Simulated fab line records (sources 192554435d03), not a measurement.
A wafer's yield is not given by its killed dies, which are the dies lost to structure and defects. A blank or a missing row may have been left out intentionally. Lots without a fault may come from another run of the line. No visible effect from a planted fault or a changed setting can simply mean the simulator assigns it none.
Matching of chambers	flow n5_finfet	N5_BEOL_M13_DESCUM_15 on rie_diel-01 has 4 sister chambers
The step chemistry O2, time 7.9 s. 8 wafers are shown with their chamber, then 9 later ones without.

WAFERS, EACH WITH ITS CHAMBER
wafer	chamber	throttle_valve_pct (%)	drypump_motor_current_A (A)
L085.2	2	20.84	5.8
L085.3	0	20.13	5.7
L084.1	0	20.11	5.6
L088.1	1	20.52	5.7
L088.5	3	20.09	6.2
L094.2	1	20.55	5.7
L094.4	3	20.12	6.2
L094.6	2	20.85	5.8

WAFERS WITH NO CHAMBER GIVEN
wafer	throttle_valve_pct (%)	drypump_motor_current_A (A)
L095.1	20.17	5.6
L095.2	20.11	6.2
L095.4	20.14	6.2
L096.1	20.16	5.6
L096.5	20.56	5.7
L096.6	20.15	5.6
L097.2	20.15	6.2
L097.5	20.56	5.7
L097.6	20.15	5.6

EACH ONE'S CHAMBER
wafer	from the rows above	in truth
L095.1	0	0
L095.2	3	3
L095.4	3	3
L096.1	0	0
L096.5	1	1
L096.6	0	0
L097.2	3	3
L097.5	1	1
L097.6	0	0
Placed correctly: 9 of 9. Not placeable from these rows: 0. 0 placed wrongly.
How it was worked out, from the rows above alone: a wafer's distance from a chamber is the root of the sum, over the readings, of the square of ((its reading less the chamber's mean) divided by the reading's scatter). The wafer belongs to the nearest chamber; if the next one is less than 2 further off, it can't be placed. The mean given for a chamber averages the wafers shown for that chamber. How the scatter is found: for the shown wafers, subtract from each reading the mean of its chamber, square and add these, divide the total by (wafers less chambers), then take the root.
